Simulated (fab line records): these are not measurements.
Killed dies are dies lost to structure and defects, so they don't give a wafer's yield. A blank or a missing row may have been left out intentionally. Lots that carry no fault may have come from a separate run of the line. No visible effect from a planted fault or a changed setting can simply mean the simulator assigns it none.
Matching of chambers :: flow n5-finfet :: 3 sister chambers for N5_BEOL_M3_ILD_DEP_00 on pecvd-04
The step deposits SiOC from DEMS/O2, target thk 79 nm, time 15.3 s. 6 wafers are shown with their chamber, then 12 later ones without.

== WAFERS PAIRED WITH THEIR CHAMBERS ==
wafer: L085.4
chamber: 0
showerhead-vpp-V (V): 1389
showerhead-plenum-p-Torr (Torr): 5.664

wafer: L087.4
chamber: 0
showerhead-vpp-V (V): 1369
showerhead-plenum-p-Torr (Torr): 5.651

wafer: L087.5
chamber: 2
showerhead-vpp-V (V): 1447
showerhead-plenum-p-Torr (Torr): 5.704

wafer: L088.2
chamber: 1
showerhead-vpp-V (V): 1266
showerhead-plenum-p-Torr (Torr): 5.680

wafer: L088.5
chamber: 1
showerhead-vpp-V (V): 1299
showerhead-plenum-p-Torr (Torr): 5.679

wafer: L088.6
chamber: 2
showerhead-vpp-V (V): 1440
showerhead-plenum-p-Torr (Torr): 5.703

== WAFERS MISSING THEIR CHAMBER ==
wafer: L093.1
showerhead-vpp-V (V): 1287
showerhead-plenum-p-Torr (Torr): 5.663

wafer: L093.2
showerhead-vpp-V (V): 1413
showerhead-plenum-p-Torr (Torr): 5.673

wafer: L093.6
showerhead-vpp-V (V): 1272
showerhead-plenum-p-Torr (Torr): 5.661

wafer: L094.1
showerhead-vpp-V (V): 1491
showerhead-plenum-p-Torr (Torr): 5.726

wafer: L094.4
showerhead-vpp-V (V): 1290
showerhead-plenum-p-Torr (Torr): 5.658

wafer: L094.5
showerhead-vpp-V (V): 1456
showerhead-plenum-p-Torr (Torr): 5.725

wafer: L095.1
showerhead-vpp-V (V): 1387
showerhead-plenum-p-Torr (Torr): 5.669

wafer: L095.3
showerhead-vpp-V (V): 1485
showerhead-plenum-p-Torr (Torr): 5.709

wafer: L095.4
showerhead-vpp-V (V): 1407
showerhead-plenum-p-Torr (Torr): 5.671

wafer: L097.2
showerhead-vpp-V (V): 1354
showerhead-plenum-p-Torr (Torr): 5.654

wafer: L097.3
showerhead-vpp-V (V): 1466
showerhead-plenum-p-Torr (Torr): 5.716

wafer: L097.5
showerhead-vpp-V (V): 1288
showerhead-plenum-p-Torr (Torr): 5.668

== CHAMBER TAKEN BY EACH ==
wafer: L093.1
from the rows above: 1
in truth: 1

wafer: L093.2
from the rows above: 0
in truth: 0

wafer: L093.6
from the rows above: 1
in truth: 1

wafer: L094.1
from the rows above: 2
in truth: 2

wafer: L094.4
from the rows above: can't be placed: 1 or 0
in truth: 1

wafer: L094.5
from the rows above: 2
in truth: 2

wafer: L095.1
from the rows above: 0
in truth: 0

wafer: L095.3
from the rows above: 2
in truth: 2

wafer: L095.4
from the rows above: 0
in truth: 0

wafer: L097.2
from the rows above: 0
in truth: 0

wafer: L097.3
from the rows above: 2
in truth: 2

wafer: L097.5
from the rows above: 1
in truth: 1
Correct placement for 11 of the 12. These rows do not allow placing 1 (true chamber among the candidates in 1). 0 placed wrongly.
How it was worked out, from the rows above alone: a wafer's distance from a chamber is the root of the sum, over the readings, of the square of ((its reading less the chamber's mean) divided by the reading's scatter). The wafer belongs to the nearest chamber; if the next one is less than 2 further off, it can't be placed. For every chamber, the mean is computed from those of its wafers that are shown. The scatter: take each reading less its chamber's mean, square it, sum over the shown wafers, divide by the number of wafers less the number of chambers, and take the root.
